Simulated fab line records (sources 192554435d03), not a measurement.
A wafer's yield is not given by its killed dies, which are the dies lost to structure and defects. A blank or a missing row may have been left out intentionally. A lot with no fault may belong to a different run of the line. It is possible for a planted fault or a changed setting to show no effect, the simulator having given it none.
What tool caused it? :: flow n5 finfet :: 24 lots, 72 wafers sampled, at 6 steps of a route of 1938

== WHAT THE GAUGES SHOWED, per wafer ==
The record lacks any reading of a measuring or inspecting step that a usual standard deviation could be used to judge.

== WHICH TOOL RAN EACH LOT (tool, then ch and the chambers of the sampled wafers, then the start) ==
lot: L074
N5_BEOL_M1_ANNEAL_91: pvd sputter-03, day 6 04:44
N5_BEOL_M1_DEP_57: pecvd-02 ch 1,2, day 6 06:38
N5_BEOL_M2_ETCHBACK_99: rie diel-01 ch 0,1,3, day 6 18:05
N5_BEOL_M2_ALD_84: ald metal-01 ch 1,2,3, day 6 19:18
N5_BEOL_M2_SPUTTER_90: pvd sputter-02, day 6 21:02
N5_BEOL_M3_ANNEAL_80: pvd sputter-01, day 7 02:53

lot: L075
N5_BEOL_M1_ANNEAL_91: pvd sputter-01, day 6 21:16
N5_BEOL_M1_DEP_57: pecvd-03 ch 1,2, day 6 23:00
N5_BEOL_M2_ETCHBACK_99: rie diel-06 ch 0,1,3, day 7 06:46
N5_BEOL_M2_ALD_84: ald metal-02 ch 0,1,3, day 7 07:54
N5_BEOL_M2_SPUTTER_90: pvd sputter-02, day 7 09:31
N5_BEOL_M3_ANNEAL_80: pvd sputter-03, day 7 21:33

lot: L076
N5_BEOL_M1_ANNEAL_91: pvd sputter-03, day 7 00:01
N5_BEOL_M1_DEP_57: pecvd-03 ch 1,2, day 7 01:34
N5_BEOL_M2_ETCHBACK_99: rie diel-03 ch 2,3, day 7 07:00
N5_BEOL_M2_ALD_84: ald metal-01 ch 1,3, day 7 08:01
N5_BEOL_M2_SPUTTER_90: pvd sputter-03, day 7 09:44
N5_BEOL_M3_ANNEAL_80: pvd sputter-03, day 7 19:43

lot: L077
N5_BEOL_M1_ANNEAL_91: pvd sputter-01, day 7 00:16
N5_BEOL_M1_DEP_57: pecvd-04 ch 0,2, day 7 01:50
N5_BEOL_M2_ETCHBACK_99: rie diel-01 ch 2,3, day 7 07:06
N5_BEOL_M2_ALD_84: ald metal-02 ch 0,3, day 7 08:06
N5_BEOL_M2_SPUTTER_90: pvd sputter-01, day 7 09:51
N5_BEOL_M3_ANNEAL_80: pvd sputter-03, day 8 01:07

lot: L078
N5_BEOL_M1_ANNEAL_91: pvd sputter-02, day 7 00:28
N5_BEOL_M1_DEP_57: pecvd-04 ch 1,2, day 7 02:02
N5_BEOL_M2_ETCHBACK_99: rie diel-06 ch 0,1,3, day 7 07:08
N5_BEOL_M2_ALD_84: ald metal-01 ch 0,1,2, day 7 08:13
N5_BEOL_M2_SPUTTER_90: pvd sputter-02, day 7 11:26
N5_BEOL_M3_ANNEAL_80: pvd sputter-01, day 8 02:39

lot: L079
N5_BEOL_M1_ANNEAL_91: pvd sputter-03, day 7 07:00
N5_BEOL_M1_DEP_57: pecvd-03 ch 1,2, day 7 09:07
N5_BEOL_M2_ETCHBACK_99: rie diel-01 ch 0,2,3, day 7 16:25
N5_BEOL_M2_ALD_84: ald metal-04 ch 0,2,3, day 7 17:31
N5_BEOL_M2_SPUTTER_90: pvd sputter-02, day 7 19:10
N5_BEOL_M3_ANNEAL_80: pvd sputter-03, day 8 04:20

lot: L081
N5_BEOL_M1_ANNEAL_91: pvd sputter-02, day 7 22:17
N5_BEOL_M1_DEP_57: pecvd-03 ch 0,1, day 7 23:50
N5_BEOL_M2_ETCHBACK_99: rie diel-01 ch 1,2,3, day 8 03:35
N5_BEOL_M2_ALD_84: ald metal-04 ch 1,2,3, day 8 06:16
N5_BEOL_M2_SPUTTER_90: pvd sputter-01, day 8 07:55
N5_BEOL_M3_ANNEAL_80: pvd sputter-01, day 8 14:53

lot: L080
N5_BEOL_M1_ANNEAL_91: pvd sputter-02, day 8 01:53
N5_BEOL_M1_DEP_57: pecvd-02 ch 1,2, day 8 03:30
N5_BEOL_M2_ETCHBACK_99: rie diel-03 ch 1,2,3, day 8 07:42
N5_BEOL_M2_ALD_84: ald metal-01 ch 0,2,3, day 8 08:23
N5_BEOL_M2_SPUTTER_90: pvd sputter-02, day 8 10:02
N5_BEOL_M3_ANNEAL_80: pvd sputter-02, day 8 19:23

lot: L082
N5_BEOL_M1_ANNEAL_91: pvd sputter-02, day 8 07:25
N5_BEOL_M1_DEP_57: pecvd-02 ch 0,1,2, day 8 09:01
N5_BEOL_M2_ETCHBACK_99: rie diel-03 ch 1,2,3, day 8 13:29
N5_BEOL_M2_ALD_84: ald metal-02 ch 0,3, day 8 14:21
N5_BEOL_M2_SPUTTER_90: pvd sputter-01, day 8 17:37
N5_BEOL_M3_ANNEAL_80: pvd sputter-02, day 9 05:15

lot: L083
N5_BEOL_M1_ANNEAL_91: pvd sputter-03, day 8 15:55
N5_BEOL_M1_DEP_57: pecvd-02 ch 0,1,2, day 8 17:36
N5_BEOL_M2_ETCHBACK_99: rie diel-03 ch 1,2,3, day 9 05:43
N5_BEOL_M2_ALD_84: ald metal-02 ch 0,1,2, day 9 06:29
N5_BEOL_M2_SPUTTER_90: pvd sputter-02, day 9 08:08
N5_BEOL_M3_ANNEAL_80: pvd sputter-02, day 9 14:19

lot: L084
N5_BEOL_M1_ANNEAL_91: pvd sputter-01, day 8 20:28
N5_BEOL_M1_DEP_57: pecvd-02 ch 1,2, day 8 22:02
N5_BEOL_M2_ETCHBACK_99: rie diel-03 ch 1,2, day 9 06:05
N5_BEOL_M2_ALD_84: ald metal-02 ch 0,3, day 9 06:52
N5_BEOL_M2_SPUTTER_90: pvd sputter-03, day 9 08:26
N5_BEOL_M3_ANNEAL_80: pvd sputter-02, day 9 21:28

lot: L085
N5_BEOL_M1_ANNEAL_91: pvd sputter-02, day 9 04:15
N5_BEOL_M1_DEP_57: pecvd-03 ch 1,2, day 9 05:49
N5_BEOL_M2_ETCHBACK_99: rie diel-03 ch 0,1,2, day 9 08:47
N5_BEOL_M2_ALD_84: ald metal-01 ch 2,3, day 9 09:37
N5_BEOL_M2_SPUTTER_90: pvd sputter-03, day 9 11:11
N5_BEOL_M3_ANNEAL_80: pvd sputter-01, day 9 21:43

lot: L086
N5_BEOL_M1_ANNEAL_91: pvd sputter-01, day 9 11:34
N5_BEOL_M1_DEP_57: pecvd-02 ch 0,2, day 9 13:15
N5_BEOL_M2_ETCHBACK_99: rie diel-01 ch 0,1, day 9 19:41
N5_BEOL_M2_ALD_84: ald metal-04 ch 1,2,3, day 9 20:44
N5_BEOL_M2_SPUTTER_90: pvd sputter-03, day 9 22:29
N5_BEOL_M3_ANNEAL_80: pvd sputter-01, day 10 04:52

lot: L087
N5_BEOL_M1_ANNEAL_91: pvd sputter-03, day 10 00:25
N5_BEOL_M1_DEP_57: pecvd-03 ch 0,2, day 10 01:59
N5_BEOL_M2_ETCHBACK_99: rie diel-01 ch 1,3, day 10 06:47
N5_BEOL_M2_ALD_84: ald metal-02 ch 1,2,3, day 10 08:10
N5_BEOL_M2_SPUTTER_90: pvd sputter-02, day 10 09:59
N5_BEOL_M3_ANNEAL_80: pvd sputter-01, day 10 21:43

lot: L088
N5_BEOL_M1_ANNEAL_91: pvd sputter-03, day 10 03:27
N5_BEOL_M1_DEP_57: pecvd-04 ch 0,1, day 10 05:14
N5_BEOL_M2_ETCHBACK_99: rie diel-03 ch 0,3, day 10 09:47
N5_BEOL_M2_ALD_84: ald metal-02 ch 1,2,3, day 10 10:44
N5_BEOL_M2_SPUTTER_90: pvd sputter-03, day 10 12:37
N5_BEOL_M3_ANNEAL_80: pvd sputter-01, day 11 01:24

lot: L089
N5_BEOL_M1_ANNEAL_91: pvd sputter-01, day 10 07:35
N5_BEOL_M1_DEP_57: pecvd-02 ch 0,1,2, day 10 09:09
N5_BEOL_M2_ETCHBACK_99: rie diel-06 ch 0,1, day 10 11:27
N5_BEOL_M2_ALD_84: ald metal-04 ch 0,3, day 10 13:44
N5_BEOL_M2_SPUTTER_90: pvd sputter-02, day 10 15:43
N5_BEOL_M3_ANNEAL_80: pvd sputter-03, day 11 03:54

lot: L090
N5_BEOL_M1_ANNEAL_91: pvd sputter-01, day 10 11:07
N5_BEOL_M1_DEP_57: pecvd-02 ch 1,2, day 10 12:42
N5_BEOL_M2_ETCHBACK_99: rie diel-03 ch 0,1,2, day 10 17:52
N5_BEOL_M2_ALD_84: ald metal-04 ch 0,2,3, day 10 19:08
N5_BEOL_M2_SPUTTER_90: pvd sputter-01, day 10 20:41
N5_BEOL_M3_ANNEAL_80: pvd sputter-02, day 11 04:52

lot: L091
N5_BEOL_M1_ANNEAL_91: pvd sputter-01, day 10 18:23
N5_BEOL_M1_DEP_57: pecvd-04 ch 0,1,2, day 10 20:14
N5_BEOL_M2_ETCHBACK_99: rie diel-03 ch 0,2,3, day 11 02:26
N5_BEOL_M2_ALD_84: ald metal-04 ch 1,2, day 11 03:31
N5_BEOL_M2_SPUTTER_90: pvd sputter-01, day 11 05:46
N5_BEOL_M3_ANNEAL_80: pvd sputter-01, day 11 11:16

lot: L092
N5_BEOL_M1_ANNEAL_91: pvd sputter-03, day 10 20:47
N5_BEOL_M1_DEP_57: pecvd-03 ch 0,1, day 10 22:28
N5_BEOL_M2_ETCHBACK_99: rie diel-01 ch 0,1,3, day 11 03:28
N5_BEOL_M2_ALD_84: ald metal-01 ch 1,2, day 11 04:19
N5_BEOL_M2_SPUTTER_90: pvd sputter-03, day 11 06:47
N5_BEOL_M3_ANNEAL_80: pvd sputter-03, day 11 13:58

lot: L093
N5_BEOL_M1_ANNEAL_91: pvd sputter-02, day 11 01:42
N5_BEOL_M1_DEP_57: pecvd-02 ch 0,1,2, day 11 03:17
N5_BEOL_M2_ETCHBACK_99: rie diel-01 ch 1,2,3, day 11 06:31
N5_BEOL_M2_ALD_84: ald metal-01 ch 0,3, day 11 07:26
N5_BEOL_M2_SPUTTER_90: pvd sputter-01, day 11 09:15
N5_BEOL_M3_ANNEAL_80: pvd sputter-02, day 11 16:59

lot: L094
N5_BEOL_M1_ANNEAL_91: pvd sputter-02, day 11 08:47
N5_BEOL_M1_DEP_57: pecvd-02 ch 0,1,2, day 11 10:25
N5_BEOL_M2_ETCHBACK_99: rie diel-06 ch 0,2, day 11 15:03
N5_BEOL_M2_ALD_84: ald metal-01 ch 0,1,3, day 11 16:07
N5_BEOL_M2_SPUTTER_90: pvd sputter-03, day 11 18:37
N5_BEOL_M3_ANNEAL_80: pvd sputter-01, day 12 11:50

lot: L095
N5_BEOL_M1_ANNEAL_91: pvd sputter-02, day 11 11:46
N5_BEOL_M1_DEP_57: pecvd-03 ch 0,2, day 11 13:23
N5_BEOL_M2_ETCHBACK_99: rie diel-01 ch 2,3, day 11 18:57
N5_BEOL_M2_ALD_84: ald metal-01 ch 0,1,3, day 11 19:55
N5_BEOL_M2_SPUTTER_90: pvd sputter-02, day 11 21:38
N5_BEOL_M3_ANNEAL_80: pvd sputter-01, day 12 17:35

lot: L096
N5_BEOL_M1_ANNEAL_91: pvd sputter-02, day 11 23:55
N5_BEOL_M1_DEP_57: pecvd-04 ch 1,2, day 12 01:31
N5_BEOL_M2_ETCHBACK_99: rie diel-03 ch 0,2, day 12 04:49
N5_BEOL_M2_ALD_84: ald metal-01 ch 0,3, day 12 06:17
N5_BEOL_M2_SPUTTER_90: pvd sputter-03, day 12 08:00
N5_BEOL_M3_ANNEAL_80: pvd sputter-01, day 12 20:46

lot: L097
N5_BEOL_M1_ANNEAL_91: pvd sputter-01, day 12 01:23
N5_BEOL_M1_DEP_57: pecvd-04 ch 0,1,2, day 12 02:57
N5_BEOL_M2_ETCHBACK_99: rie diel-03 ch 1,3, day 12 08:45
N5_BEOL_M2_ALD_84: ald metal-04 ch 0,1, day 12 09:52
N5_BEOL_M2_SPUTTER_90: pvd sputter-03, day 12 11:34
N5_BEOL_M3_ANNEAL_80: pvd sputter-01, day 12 22:53
- N5_BEOL_M1_ANNEAL_91: time 240 s.
- N5_BEOL_M1_DEP_57: deposits SiCN from 3MS/NH3, target thk 8 nm, time 14 s.
- N5_BEOL_M2_ETCHBACK_99: etches SiO2 in CHF3, target depth 5 nm, time 10.4 s.
- N5_BEOL_M2_ALD_84: deposits TaN, pulse time 2 s, purge time 3 s, co reactant purge time 2 s.
- N5_BEOL_M2_SPUTTER_90: material Cu, target thk 4.5 nm, time 8.29 s.
- N5_BEOL_M3_ANNEAL_80: time 240 s.

== AS READ BY THE TOOLS THEMSELVES (means over the sampled wafers that have a number; for cases with no such wafer, the mark the record gives instead) ==
N5_BEOL_M1_ANNEAL_91.
lot: L074
tool: pvd sputter-03
heater power w (W): 789

lot: L075
tool: pvd sputter-01
heater power w (W): 854

lot: L076
tool: pvd sputter-03
heater power w (W): 801

lot: L077
tool: pvd sputter-01
heater power w (W): 924

lot: L078
tool: pvd sputter-02
heater power w (W): 963

lot: L079
tool: pvd sputter-03
heater power w (W): 898

lot: L081
tool: pvd sputter-02
heater power w (W): 897

lot: L080
tool: pvd sputter-02
heater power w (W): 881

lot: L082
tool: pvd sputter-02
heater power w (W): 877

lot: L083
tool: pvd sputter-03
heater power w (W): 893

lot: L084
tool: pvd sputter-01
heater power w (W): 759

lot: L085
tool: pvd sputter-02
heater power w (W): 872

lot: L086
tool: pvd sputter-01
heater power w (W): 841

lot: L087
tool: pvd sputter-03
heater power w (W): 839

lot: L088
tool: pvd sputter-03
heater power w (W): 877

lot: L089
tool: pvd sputter-01
heater power w (W): 857

lot: L090
tool: pvd sputter-01
heater power w (W): 854

lot: L091
tool: pvd sputter-01
heater power w (W): 926

lot: L092
tool: pvd sputter-03
heater power w (W): 819

lot: L093
tool: pvd sputter-02
heater power w (W): 951

lot: L094
tool: pvd sputter-02
heater power w (W): 881

lot: L095
tool: pvd sputter-02
heater power w (W): 893

lot: L096
tool: pvd sputter-02
heater power w (W): 948

lot: L097
tool: pvd sputter-01
heater power w (W): 904

N5_BEOL_M1_DEP_57.
lot: L074
tool: pecvd-02
showerhead plenum p Torr (Torr): 3.663
throttle valve pct (%): 8.5

lot: L075
tool: pecvd-03
showerhead plenum p Torr (Torr): 3.672
throttle valve pct (%): 8.8

lot: L076
tool: pecvd-03
showerhead plenum p Torr (Torr): 3.678
throttle valve pct (%): 8.9

lot: L077
tool: pecvd-04
showerhead plenum p Torr (Torr): 3.664
throttle valve pct (%): 9.5

lot: L078
tool: pecvd-04
showerhead plenum p Torr (Torr): 3.662
throttle valve pct (%): 9.7

lot: L079
tool: pecvd-03
showerhead plenum p Torr (Torr): 3.673
throttle valve pct (%): 9.0

lot: L081
tool: pecvd-03
showerhead plenum p Torr (Torr): 3.670
throttle valve pct (%): 9.1

lot: L080
tool: pecvd-02
showerhead plenum p Torr (Torr): 3.664
throttle valve pct (%): 8.5

lot: L082
tool: pecvd-02
showerhead plenum p Torr (Torr): 3.666
throttle valve pct (%): 8.9

lot: L083
tool: pecvd-02
showerhead plenum p Torr (Torr): 3.668
throttle valve pct (%): 8.9

lot: L084
tool: pecvd-02
showerhead plenum p Torr (Torr): 3.669
throttle valve pct (%): 8.5

lot: L085
tool: pecvd-03
showerhead plenum p Torr (Torr): 3.671
throttle valve pct (%): 9.2

lot: L086
tool: pecvd-02
showerhead plenum p Torr (Torr): 3.658
throttle valve pct (%): 8.6

lot: L087
tool: pecvd-03
showerhead plenum p Torr (Torr): 3.658
throttle valve pct (%): 9.1

lot: L088
tool: pecvd-04
showerhead plenum p Torr (Torr): 3.660
throttle valve pct (%): 9.2

lot: L089
tool: pecvd-02
showerhead plenum p Torr (Torr): 3.666
throttle valve pct (%): 9.0

lot: L090
tool: pecvd-02
showerhead plenum p Torr (Torr): 3.671
throttle valve pct (%): 8.7

lot: L091
tool: pecvd-04
showerhead plenum p Torr (Torr): 3.662
throttle valve pct (%): 8.7

lot: L092
tool: pecvd-03
showerhead plenum p Torr (Torr): 3.666
throttle valve pct (%): 9.2

lot: L093
tool: pecvd-02
showerhead plenum p Torr (Torr): 3.670
throttle valve pct (%): 8.9

lot: L094
tool: pecvd-02
showerhead plenum p Torr (Torr): 3.670
throttle valve pct (%): 8.8

lot: L095
tool: pecvd-03
showerhead plenum p Torr (Torr): 3.668
throttle valve pct (%): 9.0

lot: L096
tool: pecvd-04
showerhead plenum p Torr (Torr): 3.658
throttle valve pct (%): 8.8

lot: L097
tool: pecvd-04
showerhead plenum p Torr (Torr): 3.657
throttle valve pct (%): 8.9

N5_BEOL_M2_ETCHBACK_99.
lot: L074
tool: rie diel-01
drypump motor current A (A): 5.9
oes product au (a.u.): 0.77
rf vpp V (V): 241
showerhead plenum p Torr (Torr): 2.17
throttle valve pct (%): 17.05

lot: L075
tool: rie diel-06
drypump motor current A (A): 5.1
oes product au (a.u.): 0.79
rf vpp V (V): 242
showerhead plenum p Torr (Torr): 2.16
throttle valve pct (%): 16.99

lot: L076
tool: rie diel-03
drypump motor current A (A): 5.8
oes product au (a.u.): 0.88
rf vpp V (V): 242
showerhead plenum p Torr (Torr): 2.15
throttle valve pct (%): 17.07

lot: L077
tool: rie diel-01
drypump motor current A (A): 5.6
oes product au (a.u.): 0.81
rf vpp V (V): 240
showerhead plenum p Torr (Torr): 2.27
throttle valve pct (%): 17.15

lot: L078
tool: rie diel-06
drypump motor current A (A): 5.1
oes product au (a.u.): 0.79
rf vpp V (V): 241
showerhead plenum p Torr (Torr): 2.16
throttle valve pct (%): 16.99

lot: L079
tool: rie diel-01
drypump motor current A (A): 5.8
oes product au (a.u.): 0.79
rf vpp V (V): 241
showerhead plenum p Torr (Torr): 2.22
throttle valve pct (%): 17.11

lot: L081
tool: rie diel-01
drypump motor current A (A): 5.8
oes product au (a.u.): 0.87
rf vpp V (V): 239
showerhead plenum p Torr (Torr): 2.22
throttle valve pct (%): 16.97

lot: L080
tool: rie diel-03
drypump motor current A (A): 5.5
oes product au (a.u.): 0.82
rf vpp V (V): 242
showerhead plenum p Torr (Torr): 2.11
throttle valve pct (%): 17.01

lot: L082
tool: rie diel-03
drypump motor current A (A): 5.5
oes product au (a.u.): 0.81
rf vpp V (V): 242
showerhead plenum p Torr (Torr): 2.11
throttle valve pct (%): 17.03

lot: L083
tool: rie diel-03
drypump motor current A (A): 5.5
oes product au (a.u.): 0.81
rf vpp V (V): 242
showerhead plenum p Torr (Torr): 2.11
throttle valve pct (%): 17.03

lot: L084
tool: rie diel-03
drypump motor current A (A): 5.5
oes product au (a.u.): 0.73
rf vpp V (V): 241
showerhead plenum p Torr (Torr): 2.06
throttle valve pct (%): 17.15

lot: L085
tool: rie diel-03
drypump motor current A (A): 5.7
oes product au (a.u.): 0.73
rf vpp V (V): 241
showerhead plenum p Torr (Torr): 2.12
throttle valve pct (%): 17.13

lot: L086
tool: rie diel-01
drypump motor current A (A): 5.7
oes product au (a.u.): 0.85
rf vpp V (V): 237
showerhead plenum p Torr (Torr): 2.11
throttle valve pct (%): 16.97

lot: L087
tool: rie diel-01
drypump motor current A (A): 6.0
oes product au (a.u.): 0.88
rf vpp V (V): 239
showerhead plenum p Torr (Torr): 2.16
throttle valve pct (%): 16.81

lot: L088
tool: rie diel-03
drypump motor current A (A): 6.0
oes product au (a.u.): 0.83
rf vpp V (V): 242
showerhead plenum p Torr (Torr): 2.20
throttle valve pct (%): 17.11

lot: L089
tool: rie diel-06
drypump motor current A (A): 5.2
oes product au (a.u.): 0.74
rf vpp V (V): 238
showerhead plenum p Torr (Torr): 2.20
throttle valve pct (%): 17.25

lot: L090
tool: rie diel-03
drypump motor current A (A): 5.6
oes product au (a.u.): 0.72
rf vpp V (V): 241
showerhead plenum p Torr (Torr): 2.12
throttle valve pct (%): 17.15

lot: L091
tool: rie diel-03
drypump motor current A (A): 6.0
oes product au (a.u.): 0.75
rf vpp V (V): 242
showerhead plenum p Torr (Torr): 2.15
throttle valve pct (%): 17.22

lot: L092
tool: rie diel-01
drypump motor current A (A): 5.9
oes product au (a.u.): 0.81
rf vpp V (V): 240
showerhead plenum p Torr (Torr): 2.16
throttle valve pct (%): 16.96

lot: L093
tool: rie diel-01
drypump motor current A (A): 5.8
oes product au (a.u.): 0.83
rf vpp V (V): 238
showerhead plenum p Torr (Torr): 2.21
throttle valve pct (%): 17.02

lot: L094
tool: rie diel-06
drypump motor current A (A): 5.1
oes product au (a.u.): 0.75
rf vpp V (V): 241
showerhead plenum p Torr (Torr): 2.11
throttle valve pct (%): 17.21

lot: L095
tool: rie diel-01
drypump motor current A (A): 5.6
oes product au (a.u.): 0.78
rf vpp V (V): 240
showerhead plenum p Torr (Torr): 2.26
throttle valve pct (%): 17.22

lot: L096
tool: rie diel-03
drypump motor current A (A): 6.1
oes product au (a.u.): 0.68
rf vpp V (V): 241
showerhead plenum p Torr (Torr): 2.15
throttle valve pct (%): 17.33

lot: L097
tool: rie diel-03
drypump motor current A (A): 5.5
oes product au (a.u.): 0.84
rf vpp V (V): 242
showerhead plenum p Torr (Torr): 2.15
throttle valve pct (%): 16.96

N5_BEOL_M2_ALD_84.
lot: L074
tool: ald metal-01
heater power w (W): 428

lot: L075
tool: ald metal-02
heater power w (W): 369

lot: L076
tool: ald metal-01
heater power w (W): 425

lot: L077
tool: ald metal-02
heater power w (W): 369

lot: L078
tool: ald metal-01
heater power w (W): 441

lot: L079
tool: ald metal-04
heater power w (W): 430

lot: L081
tool: ald metal-04
heater power w (W): 435

lot: L080
tool: ald metal-01
heater power w (W): 431

lot: L082
tool: ald metal-02
heater power w (W): 366

lot: L083
tool: ald metal-02
heater power w (W): 414

lot: L084
tool: ald metal-02
heater power w (W): 361

lot: L085
tool: ald metal-01
heater power w (W): 446

lot: L086
tool: ald metal-04
heater power w (W): 445

lot: L087
tool: ald metal-02
heater power w (W): 414

lot: L088
tool: ald metal-02
heater power w (W): 413

lot: L089
tool: ald metal-04
heater power w (W): 485

lot: L090
tool: ald metal-04
heater power w (W): 432

lot: L091
tool: ald metal-04
heater power w (W): 393

lot: L092
tool: ald metal-01
heater power w (W): 447

lot: L093
tool: ald metal-01
heater power w (W): 405

lot: L094
tool: ald metal-01
heater power w (W): 415

lot: L095
tool: ald metal-01
heater power w (W): 410

lot: L096
tool: ald metal-01
heater power w (W): 418

lot: L097
tool: ald metal-04
heater power w (W): 421

N5_BEOL_M2_SPUTTER_90.
lot: L074
tool: pvd sputter-02
throttle valve pct (%): 30.7

lot: L075
tool: pvd sputter-02
throttle valve pct (%): 30.8

lot: L076
tool: pvd sputter-03
throttle valve pct (%): 29.7

lot: L077
tool: pvd sputter-01
throttle valve pct (%): 30.9

lot: L078
tool: pvd sputter-02
throttle valve pct (%): 30.3

lot: L079
tool: pvd sputter-02
throttle valve pct (%): 29.7

lot: L081
tool: pvd sputter-01
throttle valve pct (%): 30.4

lot: L080
tool: pvd sputter-02
throttle valve pct (%): 30.7

lot: L082
tool: pvd sputter-01
throttle valve pct (%): 30.9

lot: L083
tool: pvd sputter-02
throttle valve pct (%): 29.9

lot: L084
tool: pvd sputter-03
throttle valve pct (%): 30.6

lot: L085
tool: pvd sputter-03
throttle valve pct (%): 29.6

lot: L086
tool: pvd sputter-03
throttle valve pct (%): 30.3

lot: L087
tool: pvd sputter-02
throttle valve pct (%): 30.5

lot: L088
tool: pvd sputter-03
throttle valve pct (%): 30.2

lot: L089
tool: pvd sputter-02
throttle valve pct (%): 30.7

lot: L090
tool: pvd sputter-01
throttle valve pct (%): 30.5

lot: L091
tool: pvd sputter-01
throttle valve pct (%): 31.2

lot: L092
tool: pvd sputter-03
throttle valve pct (%): 30.3

lot: L093
tool: pvd sputter-01
throttle valve pct (%): 30.9

lot: L094
tool: pvd sputter-03
throttle valve pct (%): 29.7

lot: L095
tool: pvd sputter-02
throttle valve pct (%): 29.7

lot: L096
tool: pvd sputter-03
throttle valve pct (%): 30.2

lot: L097
tool: pvd sputter-03
throttle valve pct (%): 30.1

N5_BEOL_M3_ANNEAL_80.
lot: L074
tool: pvd sputter-01
heater power w (W): 861

lot: L075
tool: pvd sputter-03
heater power w (W): 932

lot: L076
tool: pvd sputter-03
heater power w (W): 822

lot: L077
tool: pvd sputter-03
heater power w (W): 921

lot: L078
tool: pvd sputter-01
heater power w (W): 858

lot: L079
tool: pvd sputter-03
heater power w (W): 925

lot: L081
tool: pvd sputter-01
heater power w (W): 850

lot: L080
tool: pvd sputter-02
heater power w (W): 878

lot: L082
tool: pvd sputter-02
heater power w (W): 951

lot: L083
tool: pvd sputter-02
heater power w (W): 884

lot: L084
tool: pvd sputter-02
heater power w (W): 1020

lot: L085
tool: pvd sputter-01
heater power w (W): 839

lot: L086
tool: pvd sputter-01
heater power w (W): 849

lot: L087
tool: pvd sputter-01
heater power w (W): 851

lot: L088
tool: pvd sputter-01
heater power w (W): 866

lot: L089
tool: pvd sputter-03
heater power w (W): 862

lot: L090
tool: pvd sputter-02
heater power w (W): 972

lot: L091
tool: pvd sputter-01
heater power w (W): 801

lot: L092
tool: pvd sputter-03
heater power w (W): 897

lot: L093
tool: pvd sputter-02
heater power w (W): 806

lot: L094
tool: pvd sputter-01
heater power w (W): 902

lot: L095
tool: pvd sputter-01
heater power w (W): 995

lot: L096
tool: pvd sputter-01
heater power w (W): 914

lot: L097
tool: pvd sputter-01
heater power w (W): 850

== THE ANSWER, worked out from the rows above alone ==
Rule: the lots themselves supply what counts as usual. Put in order of their means at a reading, lots are off if they are a third of the lots or fewer, leave a main group of 4 or more, and stand apart from it by a gap of 3 or more times the standard deviation of the main group's means; of several such gaps the widest counts. A main group is skipped when, at the precision printed for the reading in the tables above, its means are all equal. Also off: a lot with no number at a reading for which 4 or more lots have one. Any other lot the step has rows for is counted as sound. After the gauges, taken in route order, come the tools' own readings; for these a lot's mean is taken, as printed above. At the first step where some lot is off, the reading lying furthest off is the one used; lots without a number count as furthest.
Nothing can be told from this: no lot is off at any reading shown.

== WHAT THE SIMULATOR HAD INSERTED ==
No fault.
